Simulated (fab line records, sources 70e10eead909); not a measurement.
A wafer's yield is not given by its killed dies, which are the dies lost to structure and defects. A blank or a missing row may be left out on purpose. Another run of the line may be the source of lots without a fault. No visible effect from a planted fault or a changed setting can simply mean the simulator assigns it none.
fab line records	flow nand-harc
[record] lots = 24	wafers = 72	last-day = 25
route steps=1159 shown P_GATE@215 P_CONTACT@235 P_M0@265
lots untouched by any fault: they come from a run of this same line in which no faults occurred
start-h: the number of hours between the record's first day and the start of the first shown wafer of the lot	wait-h: hours elapsed since this lot's preceding step	" identical to the entry in the row above	L1.1+2: one row covering several wafers at once	- value missing, or start not given	* or withheld: withheld	< > ~ a bound
route shown NAME@n: a module of which the file shows steps, and the number in the route of the first	usual: mean/standard deviation taken from wafers without a fault	same: alike in all rows	chamber/n: place in a boat	sites: readings site by site	_std_site: the values' standard deviation	_edge_site: mean of outer sites minus mean of inner sites	radius-mm: for every site, how far away it sits from the centre of the wafer	mask NAME#n: copy n	behind: the most recent tool/chamber to have shaped the wafer	hold: why the lot went on hold/how many hours it stayed there/how the hold came to an end	device: names the non-switching transistor (n, p or np)	end of line: tests run on the same wafers once the route is complete	for a step that has no rows: nothing shown but its recipe	killed: the dies lost at the first sort to structure and to defects; this is not the yield of the wafer	map: per-die view of a wafer (x killed, . not killed, _ where there is no die)
set.NAME: setting as actually run; set.NAME@STEP: the setting as run at that earlier step	model.NAME: the simulator's own value behind a step, which no gauge read
route steps across a sampled set of lots; one table per step, one row per wafer
services: a tool's chamber out of use, with start hour (start-h, from the record's first day; less than 0 if before it), hours out, and reason
[[steps]]
[step NHARC_P_GATE_RTA_82]
[recipe] temp-c = 450	time-s = 30
[usual] lamp-power-pct = 4.02/0.04	lamp_zone_4_pct = 4.02/0.041	wafer_temp_C_max = 451.9/0.51
lot.wafer	tool	chamber	start-h	wait-h	lamp-power-pct	lamp_zone_4_pct	wafer_temp_C_max
L074.2	rtp-anneal-02	0	107.22	-	3.99	3.98	451.0
L074.4	"	0	"	"	3.99	3.98	451.3
L074.5	"	0	"	"	3.98	3.98	451.4
L075.2	rtp-anneal-02	0	108.32	-	3.98	3.98	451.2
L075.4	"	0	"	"	3.99	3.98	452.0
L075.5	"	0	"	"	3.98	3.98	451.6
L077.1	rtp-anneal-01	0	120.22	-	4.07	4.06	452.4
L077.4	"	0	"	"	4.06	4.06	452.4
L077.6	"	0	"	"	4.07	4.06	451.9
L076.1	rtp-anneal-02	0	121.49	-	3.98	3.98	451.4
L076.2	"	0	"	"	3.98	3.98	451.3
L076.5	"	0	"	"	3.98	3.98	451.5
L078.1	rtp-anneal-02	0	130.90	-	3.99	3.98	451.8
L078.3	"	0	"	"	3.98	3.98	452.0
L078.5	"	0	"	"	3.98	3.98	451.7
L079.4	rtp-anneal-01	0	141.77	-	4.07	4.07	451.8
L079.5	"	0	"	"	4.06	4.06	451.8
L079.6	"	0	"	"	4.06	4.06	452.2
L080.3	rtp-anneal-01	0	147.26	-	4.07	4.07	452.6
L080.4	"	0	"	"	4.06	4.07	452.2
L080.5	"	0	"	"	4.06	4.07	451.9
L083.1	rtp-anneal-02	0	152.29	-	3.99	3.99	451.3
L083.2	"	0	"	"	3.98	3.99	451.4
L083.3	"	0	"	"	3.99	3.98	452.0
L082.2	rtp-anneal-01	0	152.86	-	4.07	4.07	452.1
L082.3	"	0	"	"	4.07	4.07	452.2
L082.5	"	0	"	"	4.06	4.07	453.3
L081.2	rtp-anneal-02	0	153.72	-	3.98	3.99	451.5
L081.3	"	0	"	"	3.98	3.98	451.7
L081.5	"	0	"	"	3.98	3.98	451.5
L085.1	rtp-anneal-02	0	171.92	-	3.98	3.99	451.9
L085.2	"	0	"	"	3.98	3.98	451.4
L085.6	"	0	"	"	3.98	3.99	452.3
L084.1	rtp-anneal-02	0	172.19	-	3.98	3.98	452.1
L084.2	"	0	"	"	3.98	3.98	451.2
L084.3	"	0	"	"	3.98	3.98	451.4
L086.1	rtp-anneal-02	0	186.97	-	3.98	3.99	451.6
L086.3	"	0	"	"	3.98	3.98	451.4
L086.6	"	0	"	"	3.98	3.98	451.1
L088.1	rtp-anneal-01	0	187.75	-	4.06	4.06	451.8
L088.2	"	0	"	"	4.07	4.06	451.3
L088.4	"	0	"	"	4.06	4.06	451.3
L087.3	rtp-anneal-02	0	188.62	-	3.99	3.99	452.2
L087.4	"	0	"	"	3.99	3.98	451.1
L087.5	"	0	"	"	3.98	3.98	451.8
L089.1	rtp-anneal-01	0	202.41	-	4.06	4.07	452.2
L089.2	"	0	"	"	4.06	4.07	451.5
L089.5	"	0	"	"	4.06	4.07	452.5
L090.2	rtp-anneal-01	0	202.73	-	4.06	4.07	452.1
L090.3	"	0	"	"	4.07	4.06	452.5
L090.4	"	0	"	"	4.05	4.07	452.4
L091.1	rtp-anneal-01	0	212.32	-	4.06	4.06	452.6
L091.2	"	0	"	"	4.06	4.07	452.0
L091.6	"	0	"	"	4.07	4.06	452.1
L092.1	rtp-anneal-01	0	212.61	-	4.06	4.07	452.5
L092.3	"	0	"	"	4.07	4.07	452.0
L092.5	"	0	"	"	4.06	4.07	452.3
L093.3	rtp-anneal-02	0	217.95	-	3.98	3.98	451.1
L093.5	"	0	"	"	3.98	3.98	451.4
L093.6	"	0	"	"	3.98	3.99	451.1
L094.2	rtp-anneal-01	0	230.72	-	4.07	4.06	453.2
L094.3	"	0	"	"	4.06	4.06	452.9
L094.4	"	0	"	"	4.06	4.07	451.9
L095.2	rtp-anneal-02	0	235.76	-	3.98	3.98	451.7
L095.4	"	0	"	"	3.98	3.99	451.1
L095.5	"	0	"	"	3.98	3.98	451.8
L096.1	rtp-anneal-01	0	238.02	-	4.06	4.06	452.7
L096.3	"	0	"	"	4.07	4.07	452.3
L096.4	"	0	"	"	4.06	4.06	452.2
L097.3	rtp-anneal-01	0	256.65	-	4.06	4.06	452.4
L097.4	"	0	"	"	4.05	4.07	452.0
L097.6	"	0	"	"	4.07	4.06	452.9
[step NHARC_P_CONTACT_DESCUM_17]
[recipe] time-s = 3	o2-flow-sccm = 200	ar-flow-sccm = 0	bias-power-w = 0	chemistry = O2
[usual] drypump-motor-current-A = 5.6/0.61	oes-product-au = 0.997/0.013	rf-vpp-V = 57.8/0.9	showerhead-plenum-p-Torr = 1.92/0.082	throttle-valve-pct = 11.311/0.0096
lot.wafer	tool	chamber	start-h	wait-h	drypump-motor-current-A	oes-product-au	rf-hours-counter-h	rf-vpp-V	showerhead-plenum-p-Torr	throttle-valve-pct
L074.2	rie-diel-11	2	109.07	0.1	6.5	1.007	32	59.7	1.95	11.318
L074.4	"	3	"	"	5.9	0.988	30	59.0	1.91	11.313
L074.5	"	1	"	"	5.2	0.995	-	57.3	1.81	11.315
L075.2	rie-diel-08	0	110.31	0.1	5.6	1.004	14	58.2	1.78	11.311
L075.4	"	3	"	"	5.0	1.006	-	57.8	1.92	11.312
L075.5	"	0	"	"	5.6	0.993	-	57.9	1.78	11.328
L077.4	rie-diel-03	2	122.35	0.1	6.8	1.009	8	57.8	1.87	11.306
L077.1	"	3	"	"	5.3	0.995	7	57.0	1.93	11.315
L077.6	"	0	"	"	4.8	1.003	-	57.1	1.95	11.315
L076.2	rie-diel-03	1	124.46	0.1	5.3	1.019	8	57.8	2.06	11.309
L076.1	"	3	"	"	5.3	0.975	8	58.8	1.93	11.306
L076.5	"	2	"	"	6.8	1.011	-	57.3	1.87	11.304
L078.1	rie-diel-03	1	132.92	0.1	5.4	1.001	8	58.8	2.06	11.317
L078.3	"	2	"	"	6.9	0.989	9	58.0	1.87	11.318
L078.5	"	0	"	"	4.8	1.003	-	58.7	1.95	11.311
L079.4	rie-diel-03	3	143.71	0.1	5.2	0.959	11	56.5	1.93	11.316
L079.5	"	0	"	"	4.8	1.005	-	57.1	1.95	11.304
L079.6	"	1	"	"	5.3	0.989	-	59.1	2.06	11.314
L080.3	rie-diel-03	0	149.19	0.1	4.8	1.023	10	58.7	1.95	11.316
L080.4	"	1	"	"	5.4	0.999	12	59.5	2.06	11.316
L080.5	"	0	"	"	4.8	1.003	-	57.9	1.95	11.314
L083.1	rie-diel-03	0	154.29	0.1	4.8	1.002	10	57.5	1.95	11.313
L083.2	"	1	"	"	5.3	1.012	12	58.2	2.06	11.299
L083.3	"	2	"	"	6.8	1.008	12	57.9	1.87	11.297
L082.2	rie-diel-11	2	154.82	0.1	6.5	1.005	48	58.5	1.95	11.307
L082.3	"	0	"	"	6.1	0.983	44	57.1	1.95	11.314
L082.5	"	2	"	"	6.5	0.995	-	58.2	1.95	11.298
L081.3	rie-diel-03	1	155.57	0.1	5.3	1.012	12	58.6	2.06	11.288
L081.2	"	2	"	"	6.9	0.993	12	57.6	1.87	11.296
L081.5	"	3	"	"	5.3	0.969	-	59.4	1.93	11.304
L085.2	rie-diel-08	1	173.78	0.1	6.0	1.011	3	57.6	2.03	11.301
L085.1	"	2	"	"	5.7	0.996	3	58.1	1.82	11.336
L085.6	"	1	"	"	6.0	1.019	-	58.6	2.03	11.315
L084.1	rie-diel-03	2	174.19	0.1	6.8	0.993	13	59.2	1.87	11.318
L084.3	"	3	"	"	5.3	0.968	14	58.3	1.93	11.312
L084.2	"	0	"	"	4.8	1.001	12	58.0	1.95	11.305
L086.3	rie-diel-08	3	188.98	0.1	5.0	0.996	5	58.0	1.92	11.329
L086.1	"	0	"	"	5.6	0.997	5	56.8	1.78	11.320
L086.6	"	0	"	"	5.6	0.995	-	57.6	1.78	11.326
L088.2	rie-diel-08	1	189.99	0.1	6.0	1.021	4	57.7	2.03	11.323
L088.1	"	2	"	"	5.7	1.010	4	57.5	1.82	11.299
L088.4	"	0	"	"	5.6	1.009	5	57.0	1.78	11.306
L087.4	rie-diel-03	3	190.57	0.1	5.3	0.981	16	58.0	1.93	11.325
L087.3	"	1	"	"	5.3	1.003	16	57.3	2.06	11.345
L087.5	"	3	"	"	5.2	0.973	-	58.2	1.93	11.303
L089.2	rie-diel-08	3	204.42	0.1	5.0	1.004	6	56.0	1.92	11.319
L089.1	"	0	"	"	5.6	0.992	6	56.0	1.78	11.320
L089.5	"	3	"	"	5.0	0.990	-	58.3	1.92	11.306
L090.2	rie-diel-11	0	204.90	0.1	6.1	1.001	1	57.6	1.95	11.332
L090.3	"	1	"	"	5.2	0.982	1	57.0	1.81	11.321
L090.4	"	0	"	"	6.0	1.016	-	56.4	1.95	11.312
L091.1	rie-diel-11	0	214.26	0.1	6.0	0.992	7	58.9	1.94	11.304
L091.2	"	1	"	"	5.2	0.980	7	58.3	1.80	11.327
L091.6	"	3	"	"	5.9	1.002	-	58.0	1.90	11.317
L092.3	rie-diel-03	0	214.61	0.1	4.8	0.994	15	58.1	1.95	11.298
L092.1	"	1	"	"	5.3	1.000	17	59.5	2.06	11.320
L092.5	"	3	"	"	5.3	0.976	-	57.7	1.93	11.320
L093.3	rie-diel-08	0	219.89	0.1	5.6	1.008	7	58.0	1.78	11.307
L093.6	"	3	"	"	5.0	0.985	-	56.6	1.92	11.320
L093.5	"	0	"	"	5.6	0.987	-	58.6	1.78	11.313
L094.4	rie-diel-03	0	232.68	0.1	4.8	1.000	1	56.3	1.95	11.315
L094.3	"	1	"	"	5.4	1.005	1	59.2	2.06	11.312
L094.2	"	3	"	"	5.2	0.988	1	57.8	1.93	11.311
L095.2	rie-diel-08	1	237.62	0.1	6.0	1.014	8	58.0	2.03	11.305
L095.4	"	2	"	"	5.7	1.000	9	57.6	1.82	11.310
L095.5	"	0	"	"	5.6	0.995	-	57.7	1.78	11.310
L096.4	rie-diel-03	2	240.04	0.1	6.9	1.014	2	58.0	1.87	11.318
L096.1	"	3	"	"	5.3	0.985	2	57.3	1.93	11.302
L096.3	"	1	"	"	5.3	1.000	2	56.3	2.06	11.301
L097.4	rie-diel-03	0	258.60	0.1	4.9	1.001	3	56.5	1.95	11.311
L097.3	"	3	"	"	5.2	0.983	3	56.5	1.93	11.312
L097.6	"	0	"	"	4.8	1.009	-	56.5	1.95	11.306
[step NHARC_P_CONTACT_ALD_22]
[recipe] target-thk-a = 30	pulse-time-s = 1	ald-cycles = 150	temp-c = 450	material = TiN
[usual] heater-power-w = 1125/100	precursor-pulse-height-rel = 1.005/0.02
lot.wafer	tool	chamber	start-h	wait-h	heater-power-w	precursor-pulse-height-rel	since-wet-clean-h
L074.2	ald-metal-02	1	111.38	-	1019	1.043	93
L074.4	"	0	"	"	1066	1.030	93
L074.5	"	1	"	"	1020	0.997	-
L075.4	ald-metal-01	0	112.39	-	1138	0.975	0
L075.2	"	2	"	"	958	1.030	0
L075.5	"	0	"	"	1143	1.014	-
L077.4	ald-metal-01	1	124.15	-	1051	1.040	12
L077.1	"	0	"	"	1104	0.981	12
L077.6	"	1	"	"	1030	0.986	-
L076.2	ald-metal-04	0	126.28	-	1193	1.015	66
L076.1	"	3	"	"	1121	0.996	66
L076.5	"	1	"	"	1243	1.021	-
L078.3	ald-metal-02	2	134.74	-	1179	1.005	117
L078.1	"	0	"	"	1100	0.999	117
L078.5	"	3	"	"	994	1.007	-
L079.4	ald-metal-04	0	145.55	-	1189	1.001	86
L079.6	"	0	"	"	1205	1.004	-
L079.5	"	1	"	"	1247	1.008	-
L080.3	ald-metal-04	2	151.05	-	1292	1.041	91
L080.4	"	0	"	"	1230	1.002	91
L080.5	"	2	"	"	1269	1.022	-
L083.1	ald-metal-04	0	156.10	-	1225	1.020	96
L083.2	"	2	"	"	1245	1.015	96
L083.3	"	3	"	"	1116	0.968	96
L082.2	ald-metal-01	3	156.82	-	1210	1.016	45
L082.3	"	0	"	"	1092	1.022	45
L082.5	"	2	"	"	962	1.011	-
L081.3	ald-metal-04	0	157.42	-	1233	1.011	97
L081.2	"	1	"	"	1245	0.990	97
L081.5	"	3	"	"	1126	0.988	-
L085.2	ald-metal-04	2	175.66	-	1305	1.017	116
L085.1	"	3	"	"	1115	0.964	116
L085.6	"	3	"	"	1117	1.013	-
L084.3	ald-metal-02	2	176.01	-	1209	1.022	158
L084.2	"	0	"	"	1060	1.027	158
L084.1	"	1	"	"	1047	1.011	158
L086.1	ald-metal-01	1	190.93	-	1042	1.025	79
L086.3	"	3	"	"	1185	1.001	79
L086.6	"	1	"	"	1042	1.032	-
L088.4	ald-metal-04	0	191.89	-	1217	1.010	132
L088.1	"	1	"	"	1272	0.982	132
L088.2	"	3	"	"	1135	0.987	132
L087.3	ald-metal-01	1	192.38	-	1065	1.015	80
L087.5	"	1	"	"	1063	1.023	-
L087.4	"	3	"	"	1220	0.987	-
L089.1	ald-metal-04	1	206.26	-	1227	1.038	146
L089.2	"	2	"	"	1323	0.988	146
L089.5	"	0	"	"	1147	0.973	-
L090.2	ald-metal-02	2	208.76	-	1110	1.039	13
L090.3	"	3	"	"	977	0.950	13
L090.4	"	0	"	"	992	1.001	13
L091.1	ald-metal-02	2	216.24	-	1082	1.003	20
L091.2	"	0	"	"	1006	0.981	20
L091.6	"	0	"	"	1007	1.029	-
L092.1	ald-metal-01	2	216.49	-	955	1.021	105
L092.3	"	3	"	"	1234	0.994	105
L092.5	"	2	"	"	951	1.010	-
L093.3	ald-metal-01	1	221.78	-	1042	0.998	110
L093.6	"	2	"	"	990	1.008	-
L093.5	"	3	"	"	1221	1.016	-
L094.3	ald-metal-02	3	234.51	-	1002	0.991	39
L094.2	"	2	"	"	1081	0.980	39
L094.4	"	3	"	"	962	0.974	-
L095.2	ald-metal-04	1	239.48	-	1190	1.031	2
L095.4	"	2	"	"	1223	0.985	2
L095.5	"	0	"	"	1222	0.984	-
L096.1	ald-metal-01	0	241.88	-	1116	1.055	130
L096.4	"	1	"	"	1051	1.018	130
L096.3	"	3	"	"	1176	1.017	130
L097.4	ald-metal-04	3	260.46	-	1122	1.022	22
L097.3	"	0	"	"	1208	1.017	23
L097.6	"	3	"	"	1133	1.019	-
[step NHARC_P_CONTACT_CMP_24]
[recipe] t-overpolish-s = 30	target-thk-nm = 200
[usual] motor-current-A = 11.9/1.6	overpolish-run-s = 30.001/0.009	slurry-filter-dp-kPa = 13.52/0.14	time-to-endpoint-s = 42/4.4
lot.wafer	tool	chamber	start-h	wait-h	motor-current-A	overpolish-run-s	slurry-filter-dp-kPa	time-to-endpoint-s
L074.2	cmp-03	3	112.71	0.6	10.0	30.008	13.65	35
L074.4	"	1	"	"	12.2	30.000	13.59	46
L074.5	"	3	"	"	10.1	30.003	13.56	34
L075.4	cmp-01	2	113.69	0.4	15.0	30.006	13.54	40
L075.2	"	3	"	"	11.3	30.010	13.48	42
L075.5	"	2	"	"	14.9	30.020	13.50	37
L077.1	cmp-01	2	125.04	0.5	14.5	30.008	13.52	45
L077.4	"	3	"	"	11.5	30.008	13.87	46
L077.6	"	0	"	"	13.4	30.005	13.38	39
L076.1	cmp-04	1	129.07	0.6	11.0	29.982	13.57	38
L076.2	"	2	"	"	10.4	30.004	13.56	43
L076.5	"	0	"	"	12.4	29.994	13.44	36
L078.1	cmp-03	3	137.87	0.6	10.7	29.988	13.44	37
L078.3	"	0	"	"	12.8	30.001	13.49	39
L078.5	"	2	"	"	11.1	30.008	13.57	40
L079.4	cmp-04	3	148.82	0.4	10.0	29.996	13.35	44
L079.6	"	1	"	"	11.1	30.016	13.37	38
L079.5	"	2	"	"	9.7	30.006	13.53	45
L080.3	cmp-01	2	151.92	0.4	14.7	30.000	13.65	45
L080.4	"	1	"	"	10.3	30.010	13.53	40
L080.5	"	2	"	"	14.7	29.989	13.61	44
L083.2	cmp-01	2	158.46	0.6	14.3	30.005	13.21	43
L083.1	"	0	"	"	13.6	30.003	13.49	41
L083.3	"	1	"	"	10.1	30.009	13.37	41
L082.3	cmp-01	0	158.75	0.4	13.8	30.020	13.32	42
L082.2	"	1	"	"	10.3	29.989	13.62	40
L082.5	"	0	"	"	14.2	30.005	13.29	41
L081.2	cmp-01	2	159.26	0.6	14.5	29.987	13.34	49
L081.3	"	3	"	"	10.6	30.003	13.59	51
L081.5	"	2	"	"	14.3	30.014	13.58	44
L085.2	cmp-01	1	176.53	0.5	10.6	29.997	13.42	42
L085.1	"	3	"	"	11.6	30.007	13.70	50
L085.6	"	1	"	"	10.5	29.995	13.55	42
L084.1	cmp-04	1	176.89	0.6	11.1	30.004	13.61	42
L084.3	"	3	"	"	10.8	30.007	13.48	44
L084.2	"	0	"	"	12.0	29.993	13.64	38
L086.1	cmp-04	0	198.41	0.5	12.0	29.994	13.54	36
L086.3	"	2	"	"	10.4	29.989	13.30	45
L086.6	"	3	"	"	10.5	30.001	13.51	41
L088.4	cmp-01	1	198.97	0.3	10.7	29.996	13.48	39
L088.1	"	2	"	"	14.1	30.014	13.61	45
L088.2	"	3	"	"	11.4	29.991	13.71	48
L087.3	cmp-03	1	199.52	0.4	11.4	29.995	13.34	45
L087.4	"	2	"	"	11.9	29.990	13.57	40
L087.5	"	0	"	"	13.0	30.001	13.28	39
L089.1	cmp-01	1	208.62	0.6	10.2	30.015	13.36	42
L089.2	"	3	"	"	11.0	29.999	13.35	51
L089.5	"	2	"	"	14.4	29.994	13.43	42
L090.4	cmp-01	2	209.61	0.3	15.0	30.004	13.62	46
L090.3	"	3	"	"	11.1	30.003	13.69	50
L090.2	"	0	"	"	13.7	29.996	13.10	42
L091.1	cmp-01	0	223.99	0.6	14.3	29.980	13.32	37
L091.2	"	1	"	"	10.7	30.012	13.46	42
L091.6	"	1	"	"	10.1	29.998	13.61	39
L092.3	cmp-04	1	224.56	0.4	10.9	29.999	13.80	43
L092.1	"	2	"	"	10.6	29.995	13.42	48
L092.5	"	0	"	"	12.3	29.996	13.62	37
L093.3	cmp-03	1	226.17	0.4	11.2	30.007	13.36	46
L093.5	"	3	"	"	10.5	30.018	13.53	36
L093.6	"	0	"	"	12.4	29.999	13.48	42
L094.3	cmp-01	1	238.10	0.3	9.9	29.991	13.25	38
L094.2	"	2	"	"	15.0	29.992	13.42	43
L094.4	"	3	"	"	11.8	29.997	13.67	49
L095.4	cmp-03	1	242.13	0.4	10.8	30.005	13.40	47
L095.2	"	0	"	"	12.3	30.008	13.53	45
L095.5	"	2	"	"	11.1	30.005	13.64	36
L096.3	cmp-01	1	242.74	0.4	10.2	30.003	13.52	39
L096.1	"	3	"	"	11.7	30.016	13.41	46
L096.4	"	0	"	"	14.0	30.002	13.55	41
L097.4	cmp-03	3	266.96	0.3	10.5	29.989	13.60	33
L097.3	"	0	"	"	12.2	29.997	13.61	36
L097.6	"	3	"	"	10.2	29.997	13.56	34
[step NHARC_P_M0_INSPECT_11]
[usual] raw-defect-count = 3.4/2
lot.wafer	tool	chamber	start-h	wait-h	raw-defect-count
L074.2	defect-inspect-02	-	114.14	0.0	3
L074.4	"	-	"	"	2
L074.5	"	-	"	"	2
L075.2	defect-inspect-01	-	115.21	0.0	5
L075.4	"	-	"	"	2
L075.5	"	-	"	"	3
L077.1	defect-inspect-02	-	126.42	0.0	3
L077.4	"	-	"	"	4
L077.6	"	-	"	"	2
L076.1	defect-inspect-02	-	130.34	0.0	2
L076.2	"	-	"	"	6
L076.5	"	-	"	"	3
L078.1	defect-inspect-02	-	139.26	0.0	4
L078.3	"	-	"	"	2
L078.5	"	-	"	"	0
L079.4	defect-inspect-01	-	150.21	0.0	3
L079.5	"	-	"	"	1
L079.6	"	-	"	"	3
L080.3	defect-inspect-01	-	153.24	0.0	2
L080.4	"	-	"	"	1
L080.5	"	-	"	"	2
L083.1	defect-inspect-02	-	160.11	0.0	2
L083.2	"	-	"	"	3
L083.3	"	-	"	"	1
L082.2	defect-inspect-01	-	160.27	0.0	5
L082.3	"	-	"	"	1
L082.5	"	-	"	"	2
L081.2	defect-inspect-02	-	160.70	0.0	5
L081.3	"	-	"	"	3
L081.5	"	-	"	"	5
L085.1	defect-inspect-02	-	177.96	0.0	4
L085.2	"	-	"	"	8
L085.6	"	-	"	"	6
L084.1	defect-inspect-02	-	178.31	0.0	6
L084.2	"	-	"	"	6
L084.3	"	-	"	"	1
L086.1	defect-inspect-01	-	199.82	0.0	4
L086.3	"	-	"	"	3
L086.6	"	-	"	"	4
L088.1	defect-inspect-02	-	200.39	0.0	2
L088.2	"	-	"	"	3
L088.4	"	-	"	"	3
L087.3	defect-inspect-01	-	200.90	0.0	5
L087.4	"	-	"	"	0
L087.5	"	-	"	"	2
L089.1	defect-inspect-01	-	210.04	0.0	2
L089.2	"	-	"	"	9
L089.5	"	-	"	"	3
L090.2	defect-inspect-02	-	211.04	0.0	3
L090.3	"	-	"	"	4
L090.4	"	-	"	"	2
L091.1	defect-inspect-02	-	225.30	0.0	0
L091.2	"	-	"	"	2
L091.6	"	-	"	"	5
L092.1	defect-inspect-02	-	225.85	0.0	2
L092.3	"	-	"	"	2
L092.5	"	-	"	"	3
L093.3	defect-inspect-02	-	227.43	0.0	9
L093.5	"	-	"	"	3
L093.6	"	-	"	"	8
L094.2	defect-inspect-02	-	239.74	0.0	5
L094.3	"	-	"	"	5
L094.4	"	-	"	"	5
L095.2	defect-inspect-01	-	243.67	0.0	2
L095.4	"	-	"	"	9
L095.5	"	-	"	"	5
L096.1	defect-inspect-01	-	244.09	0.0	4
L096.3	"	-	"	"	4
L096.4	"	-	"	"	3
L097.3	defect-inspect-02	-	268.24	0.0	4
L097.4	"	-	"	"	4
L097.6	"	-	"	"	3
[step NHARC_P_M0_STRIP_18]
[recipe] power-w = 1000	n2-flow-sccm = 150	h2-flow-sccm = 150	ar-flow-sccm = 0	bias-w = 0	chemistry = N2/H2
[usual] drypump-motor-current-A = 5.8/0.33	oes-product-au = 1.005/0.012	rf-vpp-V = 90.7/0.86	showerhead-plenum-p-Torr = 2.04/0.082	throttle-valve-pct = 14.171/0.009
lot.wafer	tool	chamber	start-h	wait-h	drypump-motor-current-A	oes-product-au	rf-hours-counter-h	rf-vpp-V	showerhead-plenum-p-Torr	throttle-valve-pct
L074.2	rie-diel-01	0	114.61	0.1	5.7	0.997	9	90.8	2.01	14.165
L074.4	"	2	"	"	6.0	0.990	10	90.4	1.91	14.169
L074.5	"	3	"	"	5.7	0.990	-	90.8	2.04	14.167
L075.4	rie-diel-09	3	115.69	0.1	5.9	1.026	2	90.6	2.20	14.181
L075.2	"	0	"	"	5.9	0.983	2	91.4	2.13	14.171
L075.5	"	3	"	"	5.9	1.026	-	90.2	2.20	14.177
L077.4	rie-diel-05	3	126.92	0.1	6.2	0.996	8	93.2	2.14	14.173
L077.1	"	0	"	"	5.7	1.023	9	91.3	2.02	14.146
L077.6	"	2	"	"	5.7	1.011	-	90.3	1.92	14.176
L076.1	rie-diel-01	1	130.83	0.1	5.3	1.002	9	90.3	2.08	14.171
L076.2	"	2	"	"	6.0	0.997	10	89.1	1.91	14.162
L076.5	"	0	"	"	5.7	1.007	-	91.3	2.01	14.169
L078.1	rie-diel-05	3	139.73	0.1	6.2	0.985	9	91.7	2.14	14.176
L078.3	"	1	"	"	5.2	1.031	10	91.4	2.04	14.161
L078.5	"	2	"	"	5.7	1.011	-	89.9	1.92	14.182
L079.4	rie-diel-05	2	150.70	0.1	5.7	1.009	11	91.1	1.92	14.163
L079.6	"	0	"	"	5.7	1.008	-	90.1	2.02	14.170
L079.5	"	1	"	"	5.2	1.023	-	90.2	2.04	14.180
L080.3	rie-diel-01	3	153.73	0.1	5.7	0.983	1	92.1	2.04	14.173
L080.4	"	0	"	"	5.7	1.004	1	90.7	2.01	14.162
L080.5	"	1	"	"	5.3	1.012	-	91.2	2.08	14.178
L083.2	rie-diel-01	2	160.55	0.1	6.0	1.018	2	90.4	1.91	14.169
L083.3	"	3	"	"	5.7	0.995	2	89.7	2.04	14.183
L083.1	"	0	"	"	5.7	1.000	2	90.0	2.01	14.181
L082.3	rie-diel-09	2	160.77	0.1	6.3	1.012	4	90.9	2.17	14.158
L082.2	"	3	"	"	5.9	1.018	5	90.4	2.20	14.177
L082.5	"	0	"	"	5.9	0.989	-	90.3	2.13	14.165
L081.2	rie-diel-01	0	161.18	0.1	5.7	1.013	2	90.2	2.01	14.156
L081.3	"	1	"	"	5.4	1.022	2	90.9	2.08	14.183
L081.5	"	0	"	"	5.7	1.013	-	91.3	2.01	14.159
L085.2	rie-diel-05	3	178.42	0.1	6.2	0.998	1	91.7	2.13	14.175
L085.1	"	0	"	"	5.7	1.006	1	90.7	2.02	14.171
L085.6	"	2	"	"	5.7	1.020	-	89.7	1.92	14.163
L084.2	rie-diel-01	0	178.77	0.1	5.7	1.020	3	91.0	2.01	14.169
L084.1	"	1	"	"	5.4	1.011	4	91.4	2.08	14.179
L084.3	"	2	"	"	6.0	1.010	4	89.3	1.91	14.182
L086.1	rie-diel-01	2	200.28	0.1	6.0	0.999	5	90.0	1.91	14.192
L086.3	"	0	"	"	5.7	1.008	5	89.6	2.01	14.165
L086.6	"	2	"	"	6.0	1.006	-	90.2	1.91	14.173
L088.1	rie-diel-09	3	200.85	0.1	6.0	1.021	9	90.9	2.20	14.191
L088.2	"	0	"	"	5.9	0.977	10	90.5	2.13	14.171
L088.4	"	1	"	"	6.7	0.990	8	91.0	2.13	14.155
L087.3	rie-diel-05	2	201.33	0.1	5.7	1.013	3	88.8	1.92	14.182
L087.4	"	3	"	"	6.2	0.990	2	90.7	2.13	14.173
L087.5	"	3	"	"	6.2	0.995	-	91.8	2.13	14.164
L089.2	rie-diel-01	0	210.51	0.1	5.7	1.019	5	90.7	2.01	14.178
L089.1	"	1	"	"	5.3	1.014	5	89.9	2.08	14.171
L089.5	"	3	"	"	5.7	0.989	-	91.5	2.04	14.163
L090.2	rie-diel-01	1	211.50	0.1	5.4	1.012	5	91.3	2.08	14.174
L090.4	"	2	"	"	6.0	0.987	6	89.9	1.91	14.165
L090.3	"	3	"	"	5.7	1.007	5	91.4	2.04	14.169
L091.2	rie-diel-01	0	225.73	0.1	5.7	1.026	6	89.4	2.01	14.170
L091.1	"	2	"	"	6.0	1.001	7	91.2	1.91	14.166
L091.6	"	0	"	"	5.7	1.019	-	90.1	2.01	14.159
L092.3	rie-diel-01	0	226.31	0.1	5.7	1.007	6	91.6	2.01	14.158
L092.1	"	1	"	"	5.4	1.018	7	91.3	2.08	14.173
L092.5	"	0	"	"	5.7	1.013	-	91.2	2.01	14.162
L093.3	rie-diel-05	0	227.95	0.1	5.7	0.982	4	91.0	2.02	14.168
L093.6	"	1	"	"	5.2	1.011	-	91.4	2.04	14.172
L093.5	"	2	"	"	5.7	1.008	-	91.0	1.91	14.159
L094.2	rie-diel-01	3	240.24	0.1	5.7	1.003	7	89.4	2.04	14.179
L094.3	"	0	"	"	5.7	1.013	6	90.2	2.01	14.172
L094.4	"	1	"	"	5.3	1.011	7	89.8	2.08	14.171
L095.4	rie-diel-05	0	244.11	0.1	5.7	0.994	6	91.2	2.02	14.166
L095.2	"	1	"	"	5.3	1.019	5	91.4	2.04	14.168
L095.5	"	0	"	"	5.7	0.987	-	89.2	2.02	14.176
L096.3	rie-diel-09	3	244.53	0.1	5.9	1.016	13	92.1	2.19	14.175
L096.4	"	0	"	"	5.9	0.989	13	92.4	2.13	14.174
L096.1	"	2	"	"	6.3	1.018	11	91.6	2.17	14.183
L097.3	rie-diel-05	1	268.67	0.1	5.2	1.015	8	89.5	2.04	14.171
L097.6	"	1	"	"	5.2	1.020	-	90.9	2.04	14.174
L097.4	"	0	"	"	5.7	1.003	-	90.6	2.02	14.164
[[services]]
tool	chamber	start-h	hours	kind
rie-diel-03	0	90.55	16.8	repair
ald-metal-01	-	102.00	10.0	pm
ald-metal-04	1	105.73	4.2	repair
rie-diel-01	1	107.02	6.3	repair
rie-diel-08	1	107.43	4.5	repair
cmp-01	-	107.82	1.8	repair
rie-diel-01	1	115.92	8.4	repair
rie-diel-03	3	127.48	1.2	repair
rie-diel-01	-	138.11	9.0	pm
rie-diel-03	2	139.12	2.8	repair
ald-metal-04	-	157.78	0.5	repair
ald-metal-04	-	163.54	0.6	repair
rie-diel-05	-	163.60	9.0	pm
ald-metal-04	2	171.12	3.8	repair
ald-metal-01	0	172.52	21.4	repair
cmp-01	-	179.66	4.0	pm
rie-diel-01	3	188.51	1.5	repair
ald-metal-04	-	193.90	0.4	repair
rie-diel-03	0	198.91	7.0	repair
rie-diel-03	-	204.02	1.9	repair
ald-metal-04	-	228.00	10.0	pm
cmp-01	-	236.92	0.8	repair
rie-diel-05	3	255.04	18.0	repair
cmp-01	-	265.23	0.8	repair
[[key]]
fault none
